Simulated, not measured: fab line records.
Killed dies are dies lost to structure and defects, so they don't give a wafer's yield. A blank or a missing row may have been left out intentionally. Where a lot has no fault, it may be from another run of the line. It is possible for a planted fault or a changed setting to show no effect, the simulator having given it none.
Lot-split experiment / flow n5Finfet / 21 wafers read from 7 lots, route of 1938 steps

ON THE SPLIT
At N5_BEOL_M8_PEB_09 (peb time 60 s), the setting pebTimeS was moved away from the recipe's 60 s on 6 of the 21 wafers read, by -15.2% to +13.9%. For the rest of the wafers, this setting stayed at what the recipe calls for.

BETWEEN THE SPLIT AND THE READING: the file shows 1 step in between
- N5_BEOL_M8_DEVELOP_10: develop time 30 s

THE READING
cdNm at N5_BEOL_M8_CD_MEAS_11, given in nm (cd target 38.5 nm). Fault-free wafers of this fab line usually give 38.7 nm, standard deviation 0.53 nm.

wafer=L074.2; tool, chamber at the split=lithoTrack-03, 0; pebTimeS as run, s=50.85; against the recipe=-15.2%; cdNm, nm=34.0; against lot-mates on the recipe=-4.0
wafer=L074.3; tool, chamber at the split=lithoTrack-03, 0; pebTimeS as run, s=60; against the recipe=recipe; cdNm, nm=39.2; against lot-mates on the recipe=-
wafer=L074.4; tool, chamber at the split=lithoTrack-03, 0; pebTimeS as run, s=60; against the recipe=recipe; cdNm, nm=36.9; against lot-mates on the recipe=-
wafer=L076.1; tool, chamber at the split=lithoTrack-03, 0; pebTimeS as run, s=60; against the recipe=recipe; cdNm, nm=38.9; against lot-mates on the recipe=-
wafer=L076.2; tool, chamber at the split=lithoTrack-03, 0; pebTimeS as run, s=60; against the recipe=recipe; cdNm, nm=36.3; against lot-mates on the recipe=-
wafer=L076.5; tool, chamber at the split=lithoTrack-03, 0; pebTimeS as run, s=60; against the recipe=recipe; cdNm, nm=37.5; against lot-mates on the recipe=-
wafer=L084.3; tool, chamber at the split=lithoTrack-03, 0; pebTimeS as run, s=60; against the recipe=recipe; cdNm, nm=38.4; against lot-mates on the recipe=-
wafer=L084.5; tool, chamber at the split=lithoTrack-03, 0; pebTimeS as run, s=60; against the recipe=recipe; cdNm, nm=36.5; against lot-mates on the recipe=-
wafer=L084.6; tool, chamber at the split=lithoTrack-03, 0; pebTimeS as run, s=60; against the recipe=recipe; cdNm, nm=36.5; against lot-mates on the recipe=-
wafer=L085.1; tool, chamber at the split=lithoTrack-01, 0; pebTimeS as run, s=60; against the recipe=recipe; cdNm, nm=38.4; against lot-mates on the recipe=-
wafer=L085.5; tool, chamber at the split=lithoTrack-01, 0; pebTimeS as run, s=60; against the recipe=recipe; cdNm, nm=38.7; against lot-mates on the recipe=-
wafer=L085.6; tool, chamber at the split=lithoTrack-01, 0; pebTimeS as run, s=60; against the recipe=recipe; cdNm, nm=38.1; against lot-mates on the recipe=-
wafer=L093.2; tool, chamber at the split=lithoTrack-02, 0; pebTimeS as run, s=60; against the recipe=recipe; cdNm, nm=36.1; against lot-mates on the recipe=-
wafer=L093.3; tool, chamber at the split=lithoTrack-02, 0; pebTimeS as run, s=60; against the recipe=recipe; cdNm, nm=36.7; against lot-mates on the recipe=-
wafer=L093.4; tool, chamber at the split=lithoTrack-02, 0; pebTimeS as run, s=65.91; against the recipe=+9.9%; cdNm, nm=40.2; against lot-mates on the recipe=+3.8
wafer=L092.1; tool, chamber at the split=lithoTrack-02, 0; pebTimeS as run, s=68.35; against the recipe=+13.9%; cdNm, nm=42.1; against lot-mates on the recipe=+3.6
wafer=L092.2; tool, chamber at the split=lithoTrack-02, 0; pebTimeS as run, s=60; against the recipe=recipe; cdNm, nm=38.5; against lot-mates on the recipe=-
wafer=L092.3; tool, chamber at the split=lithoTrack-02, 0; pebTimeS as run, s=68.35; against the recipe=+13.9%; cdNm, nm=41.9; against lot-mates on the recipe=+3.4
wafer=L091.1; tool, chamber at the split=lithoTrack-01, 0; pebTimeS as run, s=65.89; against the recipe=+9.8%; cdNm, nm=41.1; against lot-mates on the recipe=+1.9
wafer=L091.5; tool, chamber at the split=lithoTrack-01, 0; pebTimeS as run, s=60; against the recipe=recipe; cdNm, nm=39.2; against lot-mates on the recipe=-
wafer=L091.6; tool, chamber at the split=lithoTrack-01, 0; pebTimeS as run, s=65.89; against the recipe=+9.8%; cdNm, nm=41.2; against lot-mates on the recipe=+2.0

THE FIT
A straight line over all 21 wafers: cdNm changes by +0.29 nm for each +1% of pebTimeS; r = +0.89; the points scatter about the line by 1 nm.
The same after taking each lot's own level away (the mean of its wafers on the recipe; 21 wafers): +0.259 nm for each +1%; r = +0.91; scatter 0.76 nm.
That fit puts the effect of the largest move of pebTimeS on the reading at 3.9 nm.
Measured against the standard deviation above, the lots' own levels, which go from 36.40 to 39.20 nm, span 5.3 times it.
So the slope is not independent of the lot-to-lot level: the two fits are not the same.
Check: for one of the wafers moved furthest among these (-15.2%), held out of the fit, the line's prediction against its lot-mates is -3.89 nm. It came out at -4.05 nm against them.

ADDITIONAL SPLITS CARRIED BY THESE WAFERS
These wafers also went through other splits before the reading. Each is held against what the fit with the lots' levels taken away leaves over:
other split on the same wafers=N5_BEOL_M7_EXPOSE_25 doseMj; wafers away from the commonest value=5; r with cdNm (lot level and that fit taken away)=+0.22

THE WHOLE CHAIN: every reading that the file lists as answering this split, in the file's order
step=N5_BEOL_M8_CD_MEAS_11; what it does=target cd 38.5 nm; reading=cdNm; change (the file's fit)=+0.27 nm for each +1% of the setting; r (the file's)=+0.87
step=N5_BEOL_M8_ETCH_61; what it does=etches SiARC in CF4, target depth 45.5 nm, time 75.8 s; reading=BEOL_M8.cdOffsetNm (the simulator's own value, which no gauge read); change (the file's fit)=+0.247 nm for each +1% of the setting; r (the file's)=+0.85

THE FILE'S OWN FIT
cdNm changes by +0.27 nm for each +1% of pebTimeS, r = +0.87.
